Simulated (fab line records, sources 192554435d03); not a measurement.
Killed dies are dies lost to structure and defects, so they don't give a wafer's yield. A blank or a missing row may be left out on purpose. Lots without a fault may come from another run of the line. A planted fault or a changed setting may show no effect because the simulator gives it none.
Split-lot experiment | flow n5_finfet | 7 lots, 21 wafers read, on a route of 1938 steps

THE SPLIT
At N5_BEOL_M1_DESCUM_33 (chemistry O2, time 7 s), the setting time_s was moved away from the recipe's 7 s on 10 of the 21 wafers read, by -16.1% to +18.7%. The other wafers ran this setting at the recipe's value.

FROM THE SPLIT TO THE READING: what the file shows between them, 3 steps
- N5_BEOL_M1_ETCH_77: etches underlayer in N2/H2, target depth 6.5 nm, time 5.2 s
- N5_BEOL_M1_ETCH_69: etches SiARC in CF4, target depth 15.6 nm, time 26 s
- N5_BEOL_M1_ALD_98: deposits SiO2, target thk 2.5 nm, pulse time 1 s, co reactant pulse time 1 s

THE READING
CAR-EUV_of_BEOL_M1_COAT_22.thk_nm (the simulator's own value, which no gauge read), in nm, at N5_BEOL_M1_ETCHBACK_99 (etches SiO2 in CHF3, target depth 5 nm, time 10.4 s). The file gives no usual value for it. The 11 wafers here that ran the recipe average 10.5 nm, standard deviation 0.096 nm.

wafer  | tool, chamber at the split | time_s as run, s | against the recipe | CAR-EUV_of_BEOL_M1_COAT_22.thk_nm, nm | against lot-mates on the recipe
L074.2 | rie_diel-05, 1             | 5.875            | -16.1%             | 11                                    | +0.4
L074.4 | rie_diel-05, 3,1           | 7                | recipe             | 10.6                                  | -
L074.6 | rie_diel-05, 3,1           | 7                | recipe             | 10.6                                  | -
L076.1 | rie_diel-02, 3,1           | 6.237            | -10.9%             | 10.8                                  | +0.4
L076.2 | rie_diel-02, 3,1           | 6.237            | -10.9%             | 10.8                                  | +0.4
L076.4 | rie_diel-02, 0             | 7                | recipe             | 10.4                                  | -
L077.1 | rie_diel-03, 3             | 7                | recipe             | 10.4                                  | -
L077.2 | rie_diel-03, 2             | 6.277            | -10.3%             | 10.6                                  | +0.2
L077.6 | rie_diel-03, 1             | 6.277            | -10.3%             | 10.6                                  | +0.2
L085.1 | rie_diel-02, 2             | 7.683            | +9.8%              | 10.2                                  | -0.2
L085.5 | rie_diel-02, 2,1           | 7                | recipe             | 10.4                                  | -
L085.6 | rie_diel-02, 2,1           | 7                | recipe             | 10.4                                  | -
L089.1 | rie_diel-02, 2             | 7                | recipe             | 10.6                                  | -
L089.3 | rie_diel-02, 1             | 7                | recipe             | 10.4                                  | -
L089.6 | rie_diel-02, 1             | 7                | recipe             | 10.4                                  | -
L095.1 | rie_diel-05, 2,1           | 8.306            | +18.7%             | 9.8                                   | -0.8
L095.6 | rie_diel-05, 2,1           | 8.306            | +18.7%             | 9.8                                   | -0.8
L095.2 | rie_diel-05, 3             | 7                | recipe             | 10.6                                  | -
L096.1 | rie_diel-03, 0             | 7                | recipe             | 10.4                                  | -
L096.4 | rie_diel-03, 2             | 6.242            | -10.8%             | 10.8                                  | +0.4
L096.5 | rie_diel-03, 2             | 6.242            | -10.8%             | 10.8                                  | +0.4
Where a row lists several chambers, the file gives one row for several wafers and doesn't say which wafer went through which chamber.

THE FIT
A straight line over all 21 wafers: CAR-EUV_of_BEOL_M1_COAT_22.thk_nm changes by -0.0311 nm for each +1% of time_s; r = -0.95; the points scatter about the line by 0.098 nm.
The same after taking each lot's own level away (the mean of its wafers on the recipe; 21 wafers): -0.0349 nm for each +1%; r = -0.96; scatter 0.09 nm.
On that fit, the largest move of time_s shifts the reading by 0.65 nm.
The lots' own levels span 10.40 to 10.60 nm, that is 2.1 times the standard deviation above.
So the lot-to-lot level changes the slope: the two fits differ.
Check: with one of the wafers moved furthest among these (+18.7%) left out of the fit, the line predicts -0.628 nm for it against its lot-mates. It came out at -0.8 nm against them.

OTHER SPLITS ON THESE WAFERS
These wafers also went through other splits before the reading. Each is held against what the fit with the lots' levels taken away leaves over:
other split on the same wafers        | wafers away from the commonest value | r with CAR-EUV_of_BEOL_M1_COAT_22.thk_nm (lot level and that fit taken away)
N5_HKMG_FIN_DEVELOP_48 develop_time_s | 7                                    | +0.45
N5_MOL_CONTACT_COAG_ALD_27 time_s     | 6                                    | -0.04
N5_MOL_CONTACT_COAG_PECVD_31 temp_c   | 8                                    | +0.00
N5_MOL_CONTACT_COAG_EXPOSE_37 dose_mj | 6                                    | -0.30
N5_BEOL_M0_SAQP_ETCH_107 bias_w       | 4                                    | +0.04
N5_BEOL_M0_ETCH_128 source_w          | 5                                    | -0.29

THE WHOLE CHAIN: every reading that the file lists as answering this split, in the file's order
step                   | what it does                                                | reading                                                                            | change (the file's fit)                | r (the file's)
N5_BEOL_M1_DESCUM_33   | chemistry O2, time 7 s                                      | CAR-EUV_of_BEOL_M1_COAT_22.thk_nm (the simulator's own value, which no gauge read) | -0.0346 nm for each +1% of the setting | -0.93
N5_BEOL_M1_ETCH_77     | etches underlayer in N2/H2, target depth 6.5 nm, time 5.2 s | CAR-EUV_of_BEOL_M1_COAT_22.thk_nm (the simulator's own value, which no gauge read) | -0.0365 nm for each +1% of the setting | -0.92
N5_BEOL_M1_ETCH_69     | etches SiARC in CF4, target depth 15.6 nm, time 26 s        | CAR-EUV_of_BEOL_M1_COAT_22.thk_nm (the simulator's own value, which no gauge read) | -0.0405 nm for each +1% of the setting | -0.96
N5_BEOL_M1_ETCHBACK_99 | etches SiO2 in CHF3, target depth 5 nm, time 10.4 s         | CAR-EUV_of_BEOL_M1_COAT_22.thk_nm (the simulator's own value, which no gauge read) | -0.0326 nm for each +1% of the setting | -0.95

THE FILE'S OWN FIT
CAR-EUV_of_BEOL_M1_COAT_22.thk_nm changes by -0.0326 nm for each +1% of time_s, r = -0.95.
